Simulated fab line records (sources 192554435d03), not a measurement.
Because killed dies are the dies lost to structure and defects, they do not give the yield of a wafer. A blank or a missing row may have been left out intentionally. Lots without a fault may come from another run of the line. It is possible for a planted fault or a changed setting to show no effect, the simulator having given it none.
A lot that was struck, set against a sound lot :: flow n5Finfet :: 36 steps out of a route of 1938
Sound: wafers L105.1, L105.4, L105.5. The struck wafers were L113.1, L113.4, L113.5. The cause is named last.
For every step that has rows: the tool of each side, followed by ch and its chambers, followed by its first start. Under that, the readings that differ: sound wafers :: struck wafers :: difference of the means :: sigmas: that difference in standard deviations of wafers without a fault.
alike: same words and numbers on both sides, and readings whose means sit less than 2 such deviations apart. not compared: any withheld reading, any reading some wafer has no value for, any bound like >300 that may hide the same value, and any number with overlapping values for which the record gives no deviation.
The two part at a step that has a row with sigmas, a row that says differs or no value, or rows on one side only. Numbers that have no deviation but don't overlap get no sigmas and don't part them. A reading missing from all wafers of one side parts the sides only when that side holds two or more wafers.

first, 9 steps without rows for these wafers: N5_MOL_CONTACT_COAG_PRECLEAN_127 (cleans in DIW, time 57.5 s); N5_MOL_CONTACT_COAG_SRD_128 (dry time 32 s); N5_MOL_CONTACT_COAG_CMP_52 (polishes, stops on SiO2, t overpolish 1.5 s, target thk 66.5 nm); N5_MOL_CONTACT_COAG_ANNEAL_112 (time 1800 s); N5_BEOL_M0_SAQP_PECVD_00 (deposits SiCN from 3MS/NH3, target thk 8 nm, time 14 s); N5_BEOL_M0_SAQP_ILD_DEP_01 (deposits SiOC from DEMS/O2, target thk 45.419 nm, time 8.7 s); N5_BEOL_M0_SAQP_HM_DEP_02 (deposits TiN, target thk 12 nm); N5_BEOL_M0_SAQP_PECVD_03 (deposits SiCN from 3MS/NH3, target thk 12 nm, time 21.1 s); N5_BEOL_M0_SAQP_PECVD_96 (deposits a-Si from SiH4/He, target thk 45 nm, time 45.2 s).
N5_BEOL_M0_SAQP_PECVD_97: deposits SiNx from SiH4/NH3/N2, target thk 23 nm, time 19.9 s.
  sound on pecvd-01 ch 0,1, day 6 19:13; struck on pecvd-01 ch 0,1, day 8 13:14
reading: model.SiNx_of_BEOL_M0_SAQP_PECVD_97.thkNm (nm)
sound: 22.4 23 22.6
struck: 37.6 38 37.8
difference: +15.1
sigmas: 
  alike: heaterPowerW, showerheadPlenumPTorr, throttleValvePct
then, 24 steps without rows for these wafers: N5_BEOL_M0_SAQP_PECVD_04 (deposits a-Si from SiH4/He, target thk 60 nm, time 60.2 s); N5_BEOL_M0_SAQP_HM_DEP_111 (deposits SiO2 from SiH4/N2O, target thk 12 nm, time 7.2 s); N5_BEOL_M0_SAQP_COAT_81 (time 60 s, resist thk 100 nm); N5_BEOL_M0_SAQP_COAT_82 (time 60 s, resist thk 30 nm); N5_BEOL_M0_SAQP_COAT_08 (resist thk 90 nm); N5_BEOL_M0_SAQP_EBR_10; N5_BEOL_M0_SAQP_SOFTBAKE_09 (time 60 s); N5_BEOL_M0_SAQP_EXPOSE_11 (exposes mask M0 CORE, target cd 42 nm); N5_BEOL_M0_SAQP_PEB_12 (peb time 60 s); N5_BEOL_M0_SAQP_DEVELOP_13 (develop time 30 s); N5_BEOL_M0_SAQP_DESCUM_19 (chemistry O2, time 7.9 s); N5_BEOL_M0_SAQP_ETCH_83 (etches SiARC in CF4, target depth 39 nm, time 65 s); N5_BEOL_M0_SAQP_ETCH_84 (etches SOC in N2/H2, target depth 100 nm, overetch 20 nm, time 150 s); N5_BEOL_M0_SAQP_STRIP_80 (strips in N2/H2); N5_BEOL_M0_SAQP_HM_OPEN_112 (chemistry CHF3/O2, target SiO2, stops on a-Si, target depth 12 nm, time 13.5 s); N5_BEOL_M0_SAQP_STRIP_113 (strips in CHF3/O2); N5_BEOL_M0_SAQP_MANDREL_ETCH_20 (etches a-Si in HBr/Cl2, stops on SiNx, target depth 60 nm, bt time 10 s, time 30 s); N5_BEOL_M0_SAQP_STRIP_86 (strips in N2/H2); N5_BEOL_M0_SAQP_STRIP_115 (strips in post etch residue remover, time 60 s); N5_BEOL_M0_SAQP_SRD_93 (time 30 s); N5_BEOL_M0_SAQP_RECESS_114 (chemistry HF/NH3, target SiO2, target depth 14.4 nm, afs cycles 3, sublimation time 60 s); N5_BEOL_M0_SAQP_SPACER1_ALD_98 (deposits SiO2, target thk 12.8 nm, pulse time 1 s, purge time 2 s); N5_BEOL_M0_SAQP_SPACER1_ETCHBACK_99 (etches SiO2 in CHF3/O2, target depth 15.4 nm, time 7.7 s); N5_BEOL_M0_SAQP_MANDREL1_REMOVE_100 (chemistry HBr/Cl2/O2, target a-Si, stops on SiNx, bt time 10 s).
N5_BEOL_M0_SAQP_ETCH_106: etches SOC in N2/H2, stops on SiNx, target depth 150 nm.
  sound on rieDiel-03 ch 0,2,3, day 6 22:14; struck on rieDiel-03 ch 1,2,3, day 8 16:46
reading: model.SiNx_of_BEOL_M0_SAQP_PECVD_97.thkNm (nm)
sound: 14.8 15.2 15
struck: 29.8 30.2 29.8
difference: +14.9
sigmas: 
  alike: drypumpMotorCurrentA, n2FlowSccm, oesProductAu, rfVppV, showerheadPlenumPTorr, throttleValvePct
  not compared: rfHoursCounterH
-- the record jumps here: 10 days lie between the struck wafers' starts before and after (it left off in module BEOL_M0_SAQP and takes up again in module PASSIVATION, whose first step shown is number 1936 of the route) --
N5_PASSIVATION_PROBE_49:
  rows exist in the record for the struck wafers here (prober-01, day 18 12:31), but not for the sound ones

== WHERE THEY PART ==
At N5_PASSIVATION_PROBE_49 and nowhere else, as far as this record goes.

WHY: whatever the simulator had introduced
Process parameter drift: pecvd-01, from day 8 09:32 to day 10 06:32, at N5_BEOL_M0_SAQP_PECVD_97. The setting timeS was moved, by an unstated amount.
